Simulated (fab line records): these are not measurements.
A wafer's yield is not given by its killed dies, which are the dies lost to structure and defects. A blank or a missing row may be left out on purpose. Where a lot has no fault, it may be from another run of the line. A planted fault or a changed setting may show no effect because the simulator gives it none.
Split-lot trial || flow n5 finfet || 21 wafers read from 7 lots, route of 1938 steps

## ABOUT THE SPLIT
At N5_BEOL_M9_COAT_05 (resist thk 90 nm), the setting spin rpm was moved away from the recipe's 1500 rpm on 10 of the 21 wafers read, by -9.7% to +9.5%. The other wafers ran this setting at the recipe's value.

## FROM THE SPLIT TO THE READING: what the file shows between them, 4 steps
- N5_BEOL_M9_EBR_07
- N5_BEOL_M9_SOFTBAKE_06: time 60 s
- N5_BEOL_M9_EXPOSE_08: exposes mask M9
- N5_BEOL_M9_PEB_09: peb time 60 s

## THE READING
CAR-ArF_of_BEOL_M9_COAT_05.thk nm (the simulator's own value, which no gauge read), in nm, at N5_BEOL_M9_DEVELOP_10 (develop time 30 s). The file gives no usual value for it. Across the 11 wafers here that went through the recipe, the average is 88.4 nm and the standard deviation 0.25 nm.

{"wafer": "L076.3", "tool, chamber at the split": "litho track-01, 0", "spin rpm as run, rpm": 1500, "against the recipe": "recipe", "CAR-ArF_of_BEOL_M9_COAT_05.thk nm, nm": 88.4, "against lot-mates on the recipe": "-"}
{"wafer": "L076.4", "tool, chamber at the split": "litho track-01, 0", "spin rpm as run, rpm": 1358, "against the recipe": "-9.5%", "CAR-ArF_of_BEOL_M9_COAT_05.thk nm, nm": 93.2, "against lot-mates on the recipe": "+4.8"}
{"wafer": "L076.5", "tool, chamber at the split": "litho track-01, 0", "spin rpm as run, rpm": 1358, "against the recipe": "-9.5%", "CAR-ArF_of_BEOL_M9_COAT_05.thk nm, nm": 93, "against lot-mates on the recipe": "+4.6"}
{"wafer": "L078.2", "tool, chamber at the split": "litho track-04, 0", "spin rpm as run, rpm": 1362, "against the recipe": "-9.2%", "CAR-ArF_of_BEOL_M9_COAT_05.thk nm, nm": 93.4, "against lot-mates on the recipe": "+4.6"}
{"wafer": "L078.3", "tool, chamber at the split": "litho track-04, 0", "spin rpm as run, rpm": 1500, "against the recipe": "recipe", "CAR-ArF_of_BEOL_M9_COAT_05.thk nm, nm": 88.8, "against lot-mates on the recipe": "-"}
{"wafer": "L078.4", "tool, chamber at the split": "litho track-04, 0", "spin rpm as run, rpm": 1362, "against the recipe": "-9.2%", "CAR-ArF_of_BEOL_M9_COAT_05.thk nm, nm": 93.2, "against lot-mates on the recipe": "+4.4"}
{"wafer": "L080.2", "tool, chamber at the split": "litho track-01, 0", "spin rpm as run, rpm": 1642, "against the recipe": "+9.5%", "CAR-ArF_of_BEOL_M9_COAT_05.thk nm, nm": 84.2, "against lot-mates on the recipe": "no lot-mate on the recipe"}
{"wafer": "L080.3", "tool, chamber at the split": "litho track-01, 0", "spin rpm as run, rpm": 1642, "against the recipe": "+9.5%", "CAR-ArF_of_BEOL_M9_COAT_05.thk nm, nm": 84.4, "against lot-mates on the recipe": "no lot-mate on the recipe"}
{"wafer": "L080.4", "tool, chamber at the split": "litho track-01, 0", "spin rpm as run, rpm": 1642, "against the recipe": "+9.5%", "CAR-ArF_of_BEOL_M9_COAT_05.thk nm, nm": 84, "against lot-mates on the recipe": "no lot-mate on the recipe"}
{"wafer": "L083.2", "tool, chamber at the split": "litho track-01, 0", "spin rpm as run, rpm": 1500, "against the recipe": "recipe", "CAR-ArF_of_BEOL_M9_COAT_05.thk nm, nm": 88.4, "against lot-mates on the recipe": "-"}
{"wafer": "L083.3", "tool, chamber at the split": "litho track-01, 0", "spin rpm as run, rpm": 1500, "against the recipe": "recipe", "CAR-ArF_of_BEOL_M9_COAT_05.thk nm, nm": 88.6, "against lot-mates on the recipe": "-"}
{"wafer": "L083.6", "tool, chamber at the split": "litho track-01, 0", "spin rpm as run, rpm": 1500, "against the recipe": "recipe", "CAR-ArF_of_BEOL_M9_COAT_05.thk nm, nm": 88.2, "against lot-mates on the recipe": "-"}
{"wafer": "L084.1", "tool, chamber at the split": "litho track-04, 0", "spin rpm as run, rpm": 1500, "against the recipe": "recipe", "CAR-ArF_of_BEOL_M9_COAT_05.thk nm, nm": 88.8, "against lot-mates on the recipe": "-"}
{"wafer": "L084.2", "tool, chamber at the split": "litho track-04, 0", "spin rpm as run, rpm": 1355, "against the recipe": "-9.7%", "CAR-ArF_of_BEOL_M9_COAT_05.thk nm, nm": 93.4, "against lot-mates on the recipe": "+4.6"}
{"wafer": "L084.3", "tool, chamber at the split": "litho track-04, 0", "spin rpm as run, rpm": 1355, "against the recipe": "-9.7%", "CAR-ArF_of_BEOL_M9_COAT_05.thk nm, nm": 93.6, "against lot-mates on the recipe": "+4.8"}
{"wafer": "L087.1", "tool, chamber at the split": "litho track-05, 0", "spin rpm as run, rpm": 1500, "against the recipe": "recipe", "CAR-ArF_of_BEOL_M9_COAT_05.thk nm, nm": 88.4, "against lot-mates on the recipe": "-"}
{"wafer": "L087.2", "tool, chamber at the split": "litho track-05, 0", "spin rpm as run, rpm": 1379, "against the recipe": "-8.1%", "CAR-ArF_of_BEOL_M9_COAT_05.thk nm, nm": 92.4, "against lot-mates on the recipe": "+3.9"}
{"wafer": "L087.4", "tool, chamber at the split": "litho track-05, 0", "spin rpm as run, rpm": 1500, "against the recipe": "recipe", "CAR-ArF_of_BEOL_M9_COAT_05.thk nm, nm": 88.6, "against lot-mates on the recipe": "-"}
{"wafer": "L090.1", "tool, chamber at the split": "litho track-01, 0", "spin rpm as run, rpm": 1500, "against the recipe": "recipe", "CAR-ArF_of_BEOL_M9_COAT_05.thk nm, nm": 88, "against lot-mates on the recipe": "-"}
{"wafer": "L090.2", "tool, chamber at the split": "litho track-01, 0", "spin rpm as run, rpm": 1500, "against the recipe": "recipe", "CAR-ArF_of_BEOL_M9_COAT_05.thk nm, nm": 88.2, "against lot-mates on the recipe": "-"}
{"wafer": "L090.3", "tool, chamber at the split": "litho track-01, 0", "spin rpm as run, rpm": 1500, "against the recipe": "recipe", "CAR-ArF_of_BEOL_M9_COAT_05.thk nm, nm": 88.2, "against lot-mates on the recipe": "-"}

THE FIT
A straight line over all 21 wafers: CAR-ArF_of_BEOL_M9_COAT_05.thk nm changes by -0.487 nm for each +1% of spin rpm; r = -1.00; the points scatter about the line by 0.28 nm.
The same after taking each lot's own level away (the mean of its wafers on the recipe; 18 wafers): -0.49 nm for each +1%; r = -1.00; scatter 0.11 nm.
The reading moves by 4.7 nm for the largest change in spin rpm, on that fit.
The lots' own levels span 88.13 to 88.80 nm, that is 2.7 times the standard deviation above.
Hence the lot-to-lot level has little effect on the slope; both slopes agree.
Check: with one of the wafers moved furthest among these (-9.7%) left out of the fit, the line predicts +4.76 nm for it against its lot-mates. It came out at +4.6 nm against them.

## FURTHER SPLITS ON THESE WAFERS
These wafers also went through other splits before the reading. Each is held against what the fit with the lots' levels taken away leaves over:
{"other split on the same wafers": "N5_BEOL_M8_COAT_22 spin rpm", "wafers away from the commonest value": 5, "r with CAR-ArF_of_BEOL_M9_COAT_05.thk nm (lot level and that fit taken away)": -0.52}

## THE WHOLE CHAIN: every reading that the file lists as answering this split, in the file's order
{"step": "N5_BEOL_M9_COAT_05", "what it does": "resist thk 90 nm", "reading": "CAR-ArF_of_BEOL_M9_COAT_05.thk nm (the simulator's own value, which no gauge read)", "change (the file's fit)": "-0.504 nm for each +1% of the setting", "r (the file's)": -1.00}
{"step": "N5_BEOL_M9_DEVELOP_10", "what it does": "develop time 30 s", "reading": "CAR-ArF_of_BEOL_M9_COAT_05.thk nm (the simulator's own value, which no gauge read)", "change (the file's fit)": "-0.489 nm for each +1% of the setting", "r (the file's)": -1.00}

## THE FILE'S OWN FIT
CAR-ArF_of_BEOL_M9_COAT_05.thk nm changes by -0.489 nm for each +1% of spin rpm, r = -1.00.
